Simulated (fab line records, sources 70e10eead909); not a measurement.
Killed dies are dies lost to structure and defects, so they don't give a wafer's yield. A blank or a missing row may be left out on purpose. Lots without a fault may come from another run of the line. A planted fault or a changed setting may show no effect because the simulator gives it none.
fab line records | flow nand_harc
record lots=12 wafers=36 last_day=33
route steps=1302 shown A_CHANNEL_HOLE_D1@474 A_ONON_D2@547 END@1302
lots that met no fault: from a run of the same line without faults
start_h: hours from the record's first day to the start of the lot's first wafer shown | wait_h: hours since the lot's step before | " the same as in the row above | L1.1+2: a row that stands for several wafers | - no value, or no start given | * or withheld: withheld | < > ~ a bound
route shown NAME@n: a module of which the file shows steps, and the number in the route of the first | usual: mean/standard deviation of fault-free wafers | same: alike in all rows | chamber/n: place in a boat | sites: the reading at each site | _std_site: their standard deviation | _edge_site: outer sites' mean less inner sites' | radius_mm: how far each site lies from the wafer's centre | mask NAME#n: copy n | behind: the tool/chamber that last shaped the wafer | hold: why the lot was held/for how many hours/how that ended | device: the transistor (n, p or np) that didn't switch | end of line: the same wafers' tests at the end of the route | a step without rows: its recipe alone | killed: dies lost to structure and defects at the first sort, not the wafer's yield | map: a wafer's dies, x killed, . not, _ none there
set.NAME: the setting as run; set.NAME@STEP: as run at that earlier step | model.NAME: the simulator's own value behind a step, which no gauge read
steps of the route over a sample of lots; a table a step, a row a wafer
services: from which hour (start_h, from the record's first day; less than 0 if before it) a tool's chamber was out of use, for how many hours, and why
## steps
# step NHARC_A_CHANNEL_HOLE_D1_ETCH_22
# recipe bias_v=3000 source_w=withheld pressure_mtorr=20 time_s=666.7 ar_flow_sccm=375 c4f8_flow_sccm=89.3 o2_flow_sccm=35.7 temp_c=-20 target_depth_a=16000 chemistry=C4F8/O2/Ar
# usual c4f8_flow_sccm=89.29/0.3 drypump_motor_current_A=5.61/0.28 showerhead_plenum_p_Torr=3.58/0.15 temp_c=-20.01/0.092 throttle_valve_pct=32.154/0.0081
# columns lot.wafer tool chamber start_h wait_h c4f8_flow_sccm drypump_motor_current_A rf_hours_counter_h showerhead_plenum_p_Torr temp_c throttle_valve_pct
L348.2 har_etch-01 0 196.69 0.4 89.10 5.70 93 3.74 -19.95 32.150
L348.4 " 1 " " 88.99 5.17 - 3.48 -19.92 32.151
L348.3 " 0 " " 88.75 5.70 - 3.74 -20.08 32.160
L349.1 har_etch-02 0 205.69 0.4 89.48 5.85 318 3.47 -19.97 32.151
L349.3 " 1 " " 89.23 5.85 - 3.54 -20.04 32.153
L349.4 " 0 " " 89.09 5.84 - 3.47 -20.03 32.158
L356.4 har_etch-01 1 281.67 0.4 89.29 5.20 - 3.45 -20.00 32.161
L356.3 " 0 " " 89.28 5.73 - 3.71 -20.15 32.175
L356.5 " 0 " " 89.46 5.73 - 3.71 -20.12 32.162
L359.2 har_etch-02 0 302.04 0.4 88.77 5.83 371 3.45 -20.07 32.142
L359.1 " 1 " " 88.79 5.83 371 3.51 -20.04 32.152
L359.5 " 1 " " 88.90 5.86 - 3.51 -19.99 32.145
L361.1 har_etch-02 1 327.03 0.4 88.90 5.87 386 3.50 -19.97 32.164
L361.2 " 0 " " 89.21 5.85 386 3.44 -20.20 32.162
L361.3 " 0 " " 89.05 5.86 - 3.44 -19.96 32.141
L363.1 har_etch-01 1 343.82 0.4 89.60 5.18 173 3.44 -20.01 32.153
L363.2 " 0 " " 89.89 5.71 173 3.69 -19.88 32.171
L363.5 " 0 " " 89.54 5.71 - 3.69 -20.11 32.180
L364.2 har_etch-02 1 357.84 0.4 89.59 5.86 406 3.49 -19.92 32.141
L364.6 " 1 " " 89.71 5.83 - 3.49 -19.95 32.158
L364.5 " 0 " " 89.31 5.84 - 3.43 -20.13 32.152
L365.1 har_etch-01 0 364.56 0.4 89.57 5.71 188 3.68 -20.21 32.135
L365.3 " 0 " " 89.30 5.72 - 3.68 -20.08 32.141
L365.6 " 1 " " 89.55 5.18 - 3.43 -19.91 32.166
L366.3 har_etch-01 0 381.40 0.4 89.14 5.72 - 3.68 -20.05 32.151
L366.4 " 1 " " 89.74 5.19 - 3.43 -19.93 32.163
L366.5 " 1 " " 89.52 5.19 - 3.42 -19.99 32.142
L367.1 har_etch-01 0 385.45 0.4 89.87 5.71 204 3.68 -19.95 32.151
L367.6 " 1 " " 89.40 5.17 - 3.42 -19.72 32.150
L367.5 " 0 " " 89.58 5.70 - 3.68 -20.04 32.149
L368.1 har_etch-02 0 397.78 0.4 89.22 5.85 1 3.93 -20.16 32.161
L368.2 " 1 " " 88.93 5.88 1 3.93 -19.90 32.160
L368.3 " 1 " " 89.34 5.85 - 3.93 -20.07 32.142
L370.1 har_etch-01 1 411.00 0.4 89.16 5.17 227 3.41 -19.93 32.153
L370.4 " 0 " " 89.24 5.67 - 3.66 -19.88 32.165
L370.5 " 1 " " 89.03 5.18 - 3.41 -19.83 32.158
# step NHARC_A_CHANNEL_HOLE_D1_ETCH_44
# recipe target_depth_a=1400 overetch_a=140 time_s=77 ion_energy_ev=100 cf4_flow_sccm=80 o2_flow_sccm=20 ar_flow_sccm=0 rf_w=300 bias_w=100 chemistry=CF4/O2
# usual drypump_motor_current_A=6.1/0.47 oes_ar_750_au=1.000/0.0045 oes_product_au=0.993/0.012 rf_vpp_V=198.1/1.5 showerhead_plenum_p_Torr=1.35/0.065 throttle_valve_pct=13.398/0.0088
# columns lot.wafer tool chamber start_h wait_h drypump_motor_current_A oes_ar_750_au oes_product_au rf_hours_counter_h rf_vpp_V showerhead_plenum_p_Torr throttle_valve_pct
L348.4 rie_diel-04 3 200.44 0.1 6.1 0.999 0.995 2 199.4 1.45 13.392
L348.2 " 0 " " 5.5 1.002 0.986 3 199.1 1.36 13.406
L348.3 " 1 " " 6.1 1.000 1.013 3 196.6 1.29 13.390
L349.4 rie_diel-11 2 209.45 0.1 5.4 1.007 1.006 10 199.3 1.38 13.411
L349.3 " 3 " " 6.4 1.006 0.985 11 197.9 1.36 13.409
L349.1 " 0 " " 6.9 0.999 1.006 8 197.4 1.26 13.388
L356.3 rie_diel-13 1 285.34 0.1 6.5 0.992 0.999 39 196.4 1.23 13.398
L356.4 " 2 " " 5.4 1.013 0.983 38 196.3 1.29 13.395
L356.5 " 2 " " 5.4 0.998 0.992 - 196.8 1.29 13.396
L359.2 rie_diel-11 1 305.87 0.1 6.0 1.002 1.000 5 199.3 1.42 13.376
L359.1 " 3 " " 6.4 1.001 0.978 5 198.3 1.36 13.385
L359.5 " 2 " " 5.4 0.999 0.970 - 199.2 1.38 13.396
L361.2 rie_diel-11 2 331.15 0.1 5.4 0.997 0.991 6 198.7 1.38 13.395
L361.1 " 3 " " 6.4 0.998 0.985 7 198.6 1.36 13.398
L361.3 " 0 " " 6.8 1.003 1.004 7 197.6 1.25 13.394
L363.1 rie_diel-11 3 347.72 0.1 6.4 1.000 0.987 9 197.5 1.36 13.374
L363.2 " 0 " " 6.8 0.999 0.996 9 195.6 1.25 13.417
L363.5 " 0 " " 6.8 0.998 0.994 - 197.2 1.25 13.404
L364.2 rie_diel-11 2 361.69 0.1 5.4 1.004 0.979 7 198.2 1.38 13.404
L364.5 " 2 " " 5.4 0.999 0.976 - 198.1 1.38 13.395
L364.6 " 3 " " 6.4 1.005 0.984 - 199.6 1.36 13.405
L365.3 rie_diel-11 3 368.31 0.0 6.4 0.994 0.969 11 197.5 1.36 13.396
L365.1 " 0 " " 6.7 0.999 1.015 11 197.8 1.25 13.401
L365.6 " 0 " " 6.7 1.000 1.012 - 197.3 1.25 13.400
L366.4 rie_diel-11 2 385.07 0.1 5.4 1.002 0.984 9 199.5 1.38 13.403
L366.3 " 0 " " 6.8 1.001 1.023 12 197.7 1.25 13.408
L366.5 " 2 " " 5.4 0.995 0.974 - 199.2 1.38 13.409
L367.1 rie_diel-04 3 389.22 0.1 6.2 1.007 0.987 8 199.4 1.43 13.402
L367.6 " 3 " " 6.2 1.008 0.999 - 200.2 1.43 13.402
L367.5 " 0 " " 5.5 1.010 0.995 - 196.7 1.35 13.399
L368.2 rie_diel-11 1 401.66 0.1 6.1 0.998 1.000 12 199.5 1.41 13.394
L368.1 " 2 " " 5.4 1.001 0.991 10 198.0 1.38 13.405
L368.3 " 3 " " 6.4 0.999 0.984 14 198.0 1.36 13.386
L370.4 rie_diel-11 2 414.86 0.1 5.4 1.007 0.990 11 199.3 1.38 13.378
L370.1 " 0 " " 6.7 1.001 1.022 14 196.9 1.25 13.409
L370.5 " 1 " " 6.0 1.002 1.007 - 198.6 1.41 13.394
# step NHARC_A_ONON_D2_DEP_03
# recipe target_thk_a=10000 n2_flow_sccm=2750 n2o_flow_sccm=2000 nh3_flow_sccm=500 sih4_flow_sccm=210 temp_c=400
# usual nh3_flow_sccm=499.9/1.3 sih4_flow_sccm=210.0/0.62
# columns lot.wafer tool chamber start_h wait_h nh3_flow_sccm sih4_flow_sccm
L348.2 pecvd_onon-03 0 286.75 0.1 500.6 210.2
L348.3 " 0 " " 500.5 209.6
L348.4 " 0 " " 500.3 210.4
L349.1 pecvd_onon-03 0 299.85 0.1 500.3 210.4
L349.3 " 0 " " 499.9 210.2
L349.4 " 0 " " 499.9 210.7
L356.3 pecvd_onon-03 0 370.70 0.2 501.9 210.3
L356.4 " 0 " " 500.2 210.6
L356.5 " 0 " " 500.8 209.8
L359.1 pecvd_onon-03 0 391.35 0.1 499.3 210.7
L359.2 " 0 " " 500.6 210.2
L359.5 " 0 " " 500.8 210.6
L361.1 pecvd_onon-01 0 416.77 0.1 500.1 211.4
L361.2 " 0 " " 501.6 211.6
L361.3 " 0 " " 499.8 210.6
L363.1 pecvd_onon-01 0 432.12 0.1 500.5 209.5
L363.2 " 0 " " 501.0 210.0
L363.5 " 0 " " 500.0 209.7
L364.2 pecvd_onon-02 0 450.80 0.1 498.0 209.4
L364.5 " 0 " " 498.7 209.7
L364.6 " 0 " " 499.0 209.1
L365.1 pecvd_onon-02 0 456.59 0.1 499.1 209.9
L365.3 " 0 " " 500.0 209.7
L365.6 " 0 " " 496.5 209.6
L367.1 pecvd_onon-02 0 479.05 0.1 501.0 210.2
L367.5 " 0 " " 498.6 210.6
L367.6 " 0 " " 500.8 209.9
L366.3 pecvd_onon-03 0 479.17 0.2 498.1 210.6
L366.4 " 0 " " 498.9 209.9
L366.5 " 0 " " 499.1 209.7
L368.1 pecvd_onon-02 0 486.14 0.1 499.8 209.6
L368.2 " 0 " " 499.9 210.9
L368.3 " 0 " " 499.2 210.0
L370.1 pecvd_onon-03 0 497.99 0.1 501.0 210.0
L370.4 " 0 " " 504.0 209.4
L370.5 " 0 " " 499.6 209.3
# step NHARC_A_ONON_D2_THK_MEAS_05
# recipe thk_meas_gauge=ellipsometry
# usual thk_nm=1001/8.1
# columns lot.wafer tool chamber start_h wait_h hold thk_nm
L348.2 film_metro-02 - 287.21 - - 1001
L348.3 " - " " - 998
L348.4 " - " " - 998
L349.1 film_metro-02 - 300.36 - - 1012
L349.3 " - " " - 1013
L349.4 " - " " - 1012
L356.3 film_metro-02 - 371.10 - await_dispo/0.2h/release 641
L356.4 " - " " await_dispo/0.2h/release 642
L356.5 " - " " await_dispo/0.2h/release 641
L356.3 film_metro-02 - 371.27 0.2 - 642
L356.4 " - " " - 641
L356.5 " - " " - 642
L359.1 film_metro-02 - 391.86 - await_dispo/0.2h/release 642
L359.2 " - " " await_dispo/0.2h/release 645
L359.5 " - " " await_dispo/0.2h/release 645
L359.1 film_metro-02 - 392.03 0.2 - 646
L359.2 " - " " - 643
L359.5 " - " " - 644
L361.1 film_metro-02 - 417.28 - - 994
L361.2 " - " " - 994
L361.3 " - " " - 993
L363.1 film_metro-01 - 432.63 - - 1009
L363.2 " - " " - 1010
L363.5 " - " " - 1006
L364.2 film_metro-02 - 451.26 - - 994
L364.5 " - " " - 996
L364.6 " - " " - 995
L365.1 film_metro-02 - 457.11 - - 990
L365.3 " - " " - 989
L365.6 " - " " - 993
L367.1 film_metro-01 - 479.56 - - 1009
L367.5 " - " " - 1010
L367.6 " - " " - 1010
L366.3 film_metro-02 - 479.56 - - 1010
L366.4 " - " " - 1011
L366.5 " - " " - 1010
L368.1 film_metro-02 - 486.68 - - 1012
L368.2 " - " " - 1011
L368.3 " - " " - 1012
L370.1 film_metro-02 - 498.50 - - 1001
L370.4 " - " " - 1001
L370.5 " - " " - 1002
# step NHARC_END_SORT_01
# recipe temp_c=25
# usual killed_at_array=56/20 killed_at_other=0.9/1.1 killed_at_periphery=3.7/3 killed_dies=61/21 killed_open=2.9/1.6 killed_short=2.6/1.4
# same gross_dies=677
# columns lot.wafer tool chamber start_h wait_h hold killed_at_array killed_at_other killed_at_periphery killed_dies killed_open killed_short
L348.2 prober-02 0 574.35 2.8 - 26 0 4 30 1 3
L348.3 prober-02 0 575.15 3.1 - 32 2 9 43 3 3
L348.4 prober-02 0 575.95 3.4 - 35 1 6 42 5 2
L349.1 prober-01 0 588.19 2.5 - 37 2 2 41 4 3
L349.3 prober-01 0 589.78 3.1 - 69 0 4 73 1 2
L349.4 prober-01 0 590.57 3.4 - 61 1 3 65 4 3
L361.1 prober-01 0 694.36 2.6 - 75 0 10 85 7 4
L361.2 prober-01 0 695.16 2.8 - 59 1 8 68 2 3
L361.3 prober-01 0 695.96 3.1 - 58 0 6 64 0 2
L359.1 prober-02 0 712.76 2.6 await_dispo/2.8h/scrap 674 1 2 677 2 1
L359.2 prober-02 0 713.56 2.9 await_dispo/2.8h/scrap 674 1 2 677 3 2
L359.5 prober-02 0 715.97 3.7 await_dispo/2.8h/scrap 674 1 2 677 4 3
L363.1 prober-01 0 718.01 2.5 - 65 3 5 73 2 0
L363.2 prober-01 0 718.82 2.8 - 64 1 3 68 6 2
L363.5 prober-01 0 721.24 3.7 - 74 4 6 84 4 2
L365.1 prober-02 0 737.30 2.5 - 25 0 11 36 5 2
L365.3 prober-02 0 738.88 3.1 - 33 0 9 42 3 4
L365.6 prober-02 0 741.25 4.0 - 22 0 6 28 8 1
L364.2 prober-01 0 738.07 2.8 - 98 0 2 100 2 4
L364.5 prober-01 0 740.46 3.7 - 106 0 1 107 2 2
L364.6 prober-01 0 741.25 4.0 - 123 0 4 127 4 1
L366.3 prober-01 0 763.38 3.1 - 64 0 2 66 3 3
L366.4 prober-01 0 764.18 3.4 - 76 0 4 80 5 2
L366.5 prober-01 0 764.98 3.7 - 68 0 4 72 1 2
L367.1 prober-01 0 769.51 2.4 - 37 0 11 48 5 2
L367.5 prober-01 0 772.71 3.7 - 34 0 14 48 4 1
L367.6 prober-01 0 773.51 4.0 - 22 0 8 30 3 1
L368.1 prober-02 0 772.87 2.5 - 57 5 0 62 2 2
L368.2 prober-02 0 773.68 2.8 - 54 4 4 62 2 3
L368.3 prober-02 0 774.49 3.1 - 63 2 1 66 4 3
L370.1 prober-01 0 779.38 2.5 - 73 1 3 77 3 2
L370.4 prober-01 0 781.77 3.4 - 52 0 3 55 2 4
L370.5 prober-01 0 782.56 3.7 - 49 1 2 52 4 1
# killed by level:class
L348.2 A_CHANNEL_HOLE_D2:chamber_film_flake=8 A_SGD_CUT:chamber_film_flake=4 A_STAIRCASE:chamber_film_flake=3 A_CONTACT:chamber_film_flake=3 A_ZERO_WELL:chamber_film_flake=2 A_CHANNEL_HOLE_D1:chamber_film_flake=2 P_CONTACT:geometric_particle:short=1 A_SOURCE_PLATE:geometric_particle:open=1
L348.3 A_STAIRCASE:chamber_film_flake=9 A_CHANNEL_HOLE_D2:chamber_film_flake=8 P_ZERO_WELL:chamber_film_flake=3 A_SGD_CUT:chamber_film_flake=3 P_M1:chamber_film_flake=2 P_BONDPAD:chamber_film_flake=2 A_CHANNEL_HOLE_D1:chamber_film_flake=2 A_CHANNEL_FILL_D1:chamber_film_flake=2
L348.4 A_CHANNEL_HOLE_D2:chamber_film_flake=10 A_STAIRCASE:chamber_film_flake=10 A_WL_FILL:chamber_film_flake=4 P_ZERO_WELL:chamber_film_flake=2 A_CHANNEL_HOLE_D1:chamber_film_flake=2 P_M0:geometric_particle:open=1 P_M1:geometric_particle:open=1 A_SOURCE_PLATE:geometric_particle:open=1
L349.1 A_CHANNEL_HOLE_D2:chamber_film_flake=14 A_CHANNEL_HOLE_D1:chamber_film_flake=9 A_CONTACT:chamber_film_flake=6 A_BLC:geometric_particle:open=2 P_GATE:chamber_film_flake=2 THIN_TSV:chamber_film_flake=2 A_ONON_D1:geometric_particle:short=1 A_CHANNEL_FILL_D1:geometric_particle:open=1
L349.3 A_CHANNEL_HOLE_D1:chamber_film_flake=31 A_CHANNEL_HOLE_D2:chamber_film_flake=17 A_CONTACT:chamber_film_flake=13 P_GATE:chamber_film_flake=4 A_STAIRCASE:chamber_film_flake=2 A_SGD_CUT:geometric_particle:short=1 A_WL_FILL:geometric_particle:short=1 A_CONTACT:geometric_particle:open=1
L349.4 A_CHANNEL_HOLE_D2:chamber_film_flake=23 A_CHANNEL_HOLE_D1:chamber_film_flake=19 A_CONTACT:chamber_film_flake=10 A_STAIRCASE:chamber_film_flake=3 P_M1:geometric_particle:short=1 A_CHANNEL_FILL_D1:geometric_particle:open=1 A_CHANNEL_FILL_D1:geometric_particle:short=1 A_ONON_D2:geometric_particle:short=1
L361.1 A_SLIT:chamber_film_flake=33 A_CHANNEL_HOLE_D1:chamber_film_flake=27 P_GATE:chamber_film_flake=6 A_ONON_D2:geometric_particle:open=3 A_CHANNEL_HOLE_D2:chamber_film_flake=3 A_ONON_D2:geometric_particle:short=2 P_M0:geometric_particle:open=1 P_M2:geometric_particle:open=1
L361.2 A_SLIT:chamber_film_flake=27 A_CHANNEL_HOLE_D1:chamber_film_flake=17 A_CONTACT:chamber_film_flake=7 A_WL_FILL:chamber_film_flake=4 P_STI:chamber_film_flake=3 P_GATE:chamber_film_flake=3 A_ONON_D2:geometric_particle:short=2 P_GATE:geometric_particle:open=1
L361.3 A_SLIT:chamber_film_flake=26 A_CHANNEL_HOLE_D1:chamber_film_flake=19 A_CONTACT:chamber_film_flake=6 P_GATE:chamber_film_flake=4 A_WL_FILL:chamber_film_flake=2 A_DECK1_JOINT:geometric_particle:short=1 A_ONON_D2:geometric_particle:short=1 P_ZERO_WELL:chamber_film_flake=1
L359.1 A_ONON_D2:area_dep=625 A_CHANNEL_HOLE_D1:chamber_film_flake=34 A_CHANNEL_FILL_D1:chamber_film_flake=5 A_CHANNEL_FILL_D2:chamber_film_flake=2 A_STAIRCASE:chamber_film_flake=2 A_SOURCE_PLATE:geometric_particle:open=1 A_ONON_D1:geometric_particle:open=1 A_CHANNEL_FILL_D2:geometric_particle:short=1
L359.2 A_ONON_D2:area_dep=637 A_CHANNEL_HOLE_D1:chamber_film_flake=22 A_STAIRCASE:chamber_film_flake=4 A_SLIT:chamber_film_flake=4 A_CHANNEL_HOLE_D1:geometric_particle:short=1 A_CHANNEL_FILL_D1:geometric_particle:short=1 A_WL_FILL:geometric_particle:open=1 A_M0:geometric_particle:open=1
L359.5 A_ONON_D2:area_dep=625 A_CHANNEL_HOLE_D1:chamber_film_flake=35 A_CONTACT:geometric_particle:open=2 A_SLIT:chamber_film_flake=2 A_CHANNEL_FILL_D1:chamber_film_flake=2 A_ONON_D1:geometric_particle:short=1 A_WL_FILL:geometric_particle:short=1 A_BLC:geometric_particle:open=1
L363.1 A_SLIT:chamber_film_flake=31 A_CHANNEL_HOLE_D2:chamber_film_flake=14 A_CHANNEL_HOLE_D1:chamber_film_flake=6 A_STAIRCASE:chamber_film_flake=4 A_CONTACT:chamber_film_flake=4 THIN_TSV:chamber_film_flake=3 A_WL_FILL:chamber_film_flake=3 P_GATE:chamber_film_flake=2
L363.2 A_SLIT:chamber_film_flake=23 A_CHANNEL_HOLE_D2:chamber_film_flake=19 A_CHANNEL_HOLE_D1:chamber_film_flake=4 A_STAIRCASE:chamber_film_flake=4 A_CONTACT:chamber_film_flake=3 A_DECK1_JOINT:geometric_particle:open=2 P_M2:chamber_film_flake=2 A_M1:chamber_film_flake=2
L363.5 A_SLIT:chamber_film_flake=36 A_CHANNEL_HOLE_D2:chamber_film_flake=17 A_CHANNEL_HOLE_D1:chamber_film_flake=7 A_STAIRCASE:chamber_film_flake=6 THIN_TSV:chamber_film_flake=4 P_GATE:chamber_film_flake=2 A_WL_FILL:chamber_film_flake=2 P_STI:geometric_particle:open=1
L365.1 A_CHANNEL_HOLE_D1:chamber_film_flake=14 A_SLIT:chamber_film_flake=5 P_M1:geometric_particle:open=3 P_M1:chamber_film_flake=3 P_GATE:chamber_film_flake=2 P_M0:geometric_particle:short=1 A_ONON_D1:geometric_particle:open=1 A_ONON_D1:geometric_particle:short=1
L364.2 A_SLIT:chamber_film_flake=30 A_CHANNEL_HOLE_D1:chamber_film_flake=26 A_CHANNEL_HOLE_D2:chamber_film_flake=20 A_CONTACT:chamber_film_flake=9 A_WL_FILL:geometric_particle:short=3 A_STAIRCASE:chamber_film_flake=3 A_SGD_CUT:chamber_film_flake=2 A_ONON_D1:geometric_particle:open=1
L365.3 A_CHANNEL_HOLE_D1:chamber_film_flake=14 A_SLIT:chamber_film_flake=7 P_GATE:chamber_film_flake=6 A_ONON_D1:geometric_particle:short=2 A_STAIRCASE:chamber_film_flake=2 A_CONTACT:chamber_film_flake=2 P_GATE:geometric_particle:open=1 A_CHANNEL_FILL_D1:geometric_particle:open=1
L364.5 A_SLIT:chamber_film_flake=35 A_CHANNEL_HOLE_D2:chamber_film_flake=27 A_CHANNEL_HOLE_D1:chamber_film_flake=20 A_STAIRCASE:chamber_film_flake=8 A_CONTACT:chamber_film_flake=4 A_SGD_CUT:chamber_film_flake=4 A_BLC:geometric_particle:open=2 A_WL_FILL:chamber_film_flake=2
L364.6 A_CHANNEL_HOLE_D2:chamber_film_flake=32 A_CHANNEL_HOLE_D1:chamber_film_flake=32 A_SLIT:chamber_film_flake=31 A_CONTACT:chamber_film_flake=13 A_STAIRCASE:chamber_film_flake=6 A_SGD_CUT:chamber_film_flake=5 A_BLC:geometric_particle:open=2 P_M2:chamber_film_flake=2
L365.6 A_CHANNEL_HOLE_D1:chamber_film_flake=8 P_GATE:chamber_film_flake=4 A_ONON_D1:geometric_particle:open=2 A_SLIT:chamber_film_flake=2 P_GATE:geometric_particle:open=1 A_CHANNEL_FILL_D1:geometric_particle:open=1 A_CHANNEL_FILL_D1:geometric_particle:short=1 A_DECK1_JOINT:geometric_particle:open=1
L366.3 A_SLIT:chamber_film_flake=23 A_CHANNEL_HOLE_D2:chamber_film_flake=22 A_CHANNEL_HOLE_D1:chamber_film_flake=10 P_GATE:chamber_film_flake=2 A_DECK1_JOINT:geometric_particle:short=1 A_ONON_D2:geometric_particle:short=1 A_CHANNEL_FILL_D2:geometric_particle:open=1 A_WL_FILL:geometric_particle:short=1
L366.4 A_SLIT:chamber_film_flake=31 A_CHANNEL_HOLE_D2:chamber_film_flake=26 A_CHANNEL_HOLE_D1:chamber_film_flake=11 A_WL_FILL:geometric_particle:open=2 P_GATE:chamber_film_flake=2 P_STI:geometric_particle:short=1 A_CHANNEL_FILL_D1:geometric_particle:open=1 A_ONON_D2:geometric_particle:open=1
L366.5 A_SLIT:chamber_film_flake=21 A_CHANNEL_HOLE_D2:chamber_film_flake=19 A_CHANNEL_HOLE_D1:chamber_film_flake=16 P_GATE:chamber_film_flake=3 A_STAIRCASE:chamber_film_flake=3 A_CHANNEL_FILL_D2:chamber_film_flake=2 A_CONTACT:chamber_film_flake=2 A_DECK1_JOINT:geometric_particle:open=1
L367.1 A_CHANNEL_HOLE_D1:chamber_film_flake=15 A_CONTACT:chamber_film_flake=9 P_M2:chamber_film_flake=5 P_CONTACT:chamber_film_flake=4 A_SLIT:chamber_film_flake=3 A_DECK1_JOINT:geometric_particle:open=2 A_WL_FILL:chamber_film_flake=2 P_GATE:chamber_film_flake=2
L367.5 A_CHANNEL_HOLE_D1:chamber_film_flake=14 A_SLIT:chamber_film_flake=10 P_CONTACT:chamber_film_flake=8 A_CONTACT:chamber_film_flake=4 P_GATE:chamber_film_flake=3 A_CHANNEL_HOLE_D1:geometric_particle:open=2 A_DECK1_JOINT:geometric_particle:short=1 A_CONTACT:geometric_particle:open=1
L368.1 A_SLIT:chamber_film_flake=33 A_CONTACT:chamber_film_flake=8 A_M1:chamber_film_flake=4 THIN_TSV:chamber_film_flake=4 A_CHANNEL_HOLE_D1:unspecified=3 A_CHANNEL_HOLE_D1:chamber_film_flake=2 A_STAIRCASE:chamber_film_flake=2 A_WL_FILL:chamber_film_flake=2
L367.6 A_CHANNEL_HOLE_D1:chamber_film_flake=7 A_CONTACT:chamber_film_flake=5 P_M2:chamber_film_flake=4 P_CONTACT:chamber_film_flake=3 A_SLIT:chamber_film_flake=3 A_CHANNEL_FILL_D2:chamber_film_flake=2 A_M0:geometric_particle:open=2 A_WL_FILL:chamber_film_flake=2
L368.2 A_SLIT:chamber_film_flake=33 A_CONTACT:chamber_film_flake=10 THIN_TSV:chamber_film_flake=4 A_CHANNEL_HOLE_D1:unspecified=3 P_CONTACT:geometric_particle:open=2 A_M1:chamber_film_flake=2 A_DECK1_JOINT:geometric_particle:short=1 A_ONON_D2:geometric_particle:short=1
L368.3 A_SLIT:chamber_film_flake=31 A_CONTACT:chamber_film_flake=14 A_M1:chamber_film_flake=5 A_CHANNEL_HOLE_D1:chamber_film_flake=2 A_WL_FILL:chamber_film_flake=2 THIN_TSV:chamber_film_flake=2 A_ONON_D1:geometric_particle:open=1 A_ONON_D1:geometric_particle:short=1
L370.1 A_SLIT:chamber_film_flake=43 A_CHANNEL_HOLE_D1:chamber_film_flake=25 P_M0:geometric_particle:short=1 P_M0:geometric_particle:open=1 P_M1:geometric_particle:open=1 A_ONON_D1:geometric_particle:open=1 A_M0:geometric_particle:short=1 A_CHANNEL_FILL_D1:chamber_film_flake=1
L370.4 A_SLIT:chamber_film_flake=22 A_CHANNEL_HOLE_D1:chamber_film_flake=18 A_CONTACT:chamber_film_flake=6 A_CHANNEL_FILL_D2:geometric_particle:short=2 P_ZERO_WELL:chamber_film_flake=2 P_M1:geometric_particle:open=1 A_CHANNEL_FILL_D2:geometric_particle:open=1 A_WL_FILL:geometric_particle:short=1
L370.5 A_SLIT:chamber_film_flake=27 A_CHANNEL_HOLE_D1:chamber_film_flake=13 A_CONTACT:chamber_film_flake=2 A_ONON_D1:geometric_particle:open=1 A_CHANNEL_FILL_D1:geometric_particle:open=1 A_DECK1_JOINT:geometric_particle:short=1 A_CHANNEL_HOLE_D2:geometric_particle:open=1 A_M0:geometric_particle:open=1
## services
# columns tool chamber start_h hours kind
rie_diel-04 - 177.90 9.0 pm
har_etch-02 - 182.83 0.4 repair
pecvd_onon-02 - 185.00 13.0 pm
rie_diel-11 0 185.50 - clean
rie_diel-11 1 185.50 - clean
rie_diel-11 2 185.50 - clean
rie_diel-11 3 185.50 - clean
rie_diel-13 3 211.57 1.3 repair
rie_diel-13 - 223.40 0.1 repair
pecvd_onon-03 - 227.34 13.0 pm
rie_diel-11 - 255.50 9.0 pm
pecvd_onon-01 - 269.00 13.0 pm
rie_diel-11 2 339.15 14.0 repair
rie_diel-13 - 342.00 9.0 pm
rie_diel-04 - 354.90 9.0 pm
pecvd_onon-02 - 366.32 13.0 pm
har_etch-02 - 379.92 17.0 pm
pecvd_onon-03 - 408.34 13.0 pm
rie_diel-11 - 432.50 9.0 pm
rie_diel-04 - 448.83 3.5 repair
pecvd_onon-01 - 450.00 13.0 pm
rie_diel-04 3 482.35 7.4 repair
pecvd_onon-03 - 485.34 1.3 repair
rie_diel-11 0 492.37 12.4 repair
## key
first_sign step=NHARC_A_ONON_D2_THK_MEAS_05 reading=visit direction=added
effect step=NHARC_A_ONON_D2_THK_MEAS_05 reading=thk_nm direction=down sigmas=44 usual=1001 struck=643
effect step=NHARC_END_SORT_01 reading=killed_at_array direction=up sigmas=30 usual=56 struck=674
more_kills_born_at NHARC_A_ONON_D2_DEP_03@pecvd_onon-03=1887
met_at NHARC_A_ONON_D2_DEP_03
struck_lots L356,L359
struck_wafers L356.3,L356.4,L356.5,L359.1,L359.2,L359.5
scrapped_behind NHARC_A_ONON_D2_THK_MEAS_05 L356.3,L356.4,L356.5
later_rows_left_out L359.1,L359.2,L359.5
tester_left_out L359
not_acting_at NHARC_A_CHANNEL_HOLE_D1_ETCH_22,NHARC_A_CHANNEL_HOLE_D1_ETCH_44
onset_between 299.85 370.70
fault kind=process_parameter_drift tool=pecvd_onon-03 chamber=0 onset_h=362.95 steps=NHARC_A_ONON_D2_DEP_03 channel=target_thk_a offset=* shape=step end_h=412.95 acts_in=* stated=*
# tester_left_out: of these lots the tester's yield and bins aren't shown, on N5 and GAA mostly nor the transistor test; their killed dies are dies lost to structure and defects alone, not to doping, threshold or leakage, so they don't give the yield
# later_rows_left_out: the simulator's readings of these wafers behind a module that went badly wrong aren't trusted and aren't shown, but for the sort
